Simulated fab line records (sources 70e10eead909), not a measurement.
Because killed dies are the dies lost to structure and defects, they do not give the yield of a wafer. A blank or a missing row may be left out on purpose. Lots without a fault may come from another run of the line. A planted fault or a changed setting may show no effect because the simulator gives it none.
2 desks looking at one fault | flow nand harc | each desk holds nothing but its own numbers, with what lay behind them at the end

== THE METROLOGY DESK ==
Lot by lot, what the gauges showed, no matter which tool ran the lot: averages of those sampled wafers that carry a number. The brackets show how far a lot's mean lies from the usual mean; more than 4 standard deviations puts the lot out of limits, marked OUT.
Columns: A = thk nm at NHARC_THIN_TSV_THK_MEAS_02, usual 2984 nm
lot  | first seen here | A
L377 | day 18 23:57    | 2986
L381 | day 19 04:25    | 2909
L379 | day 19 05:36    | 2628
L380 | day 20 00:29    | 2880
L383 | day 20 12:51    | 2722
L384 | day 20 14:04    | 3053
L382 | day 20 20:22    | 3341
L390 | day 21 11:00    | 2942
L387 | day 21 12:13    | 3044
L389 | day 21 15:22    | 2909
L399 | day 24 16:19    | 2882
This desk found nothing out of limits on any of the 11 lots.

== THE TOOL OWNER'S DESK: acl dep-02 ==
The tool's own readings at NHARC_A_CONTACT_DEP_57 (deposits aC, target thk 2800 nm): means of the sampled wafers that have a number, for each lot that ran on this tool. The brackets show how far a lot's mean lies from the usual mean; more than 4 standard deviations puts the lot out of limits, marked OUT.
Columns: A = throttle valve pct at NHARC_A_CONTACT_DEP_57, usual 35.000 %
lot  | first seen here | A
L379 | day 17 05:48    | 35.003
L384 | day 18 10:37    | 35.002
L382 | day 18 16:10    | 34.996
L387 | day 19 11:55    | 34.999
L389 | day 19 16:20    | 34.994
L388 | day 20 05:24    | 35.004
L391 | day 20 07:07    | 34.995
This desk found nothing out of limits on any of the 7 lots.

== BROUGHT TOGETHER ==
At the metrology desk, nothing out of limits was observed.
Nothing out of limits was seen by the tool owner's desk.

== WHAT HAD BEEN PUT IN BY THE SIMULATOR ==
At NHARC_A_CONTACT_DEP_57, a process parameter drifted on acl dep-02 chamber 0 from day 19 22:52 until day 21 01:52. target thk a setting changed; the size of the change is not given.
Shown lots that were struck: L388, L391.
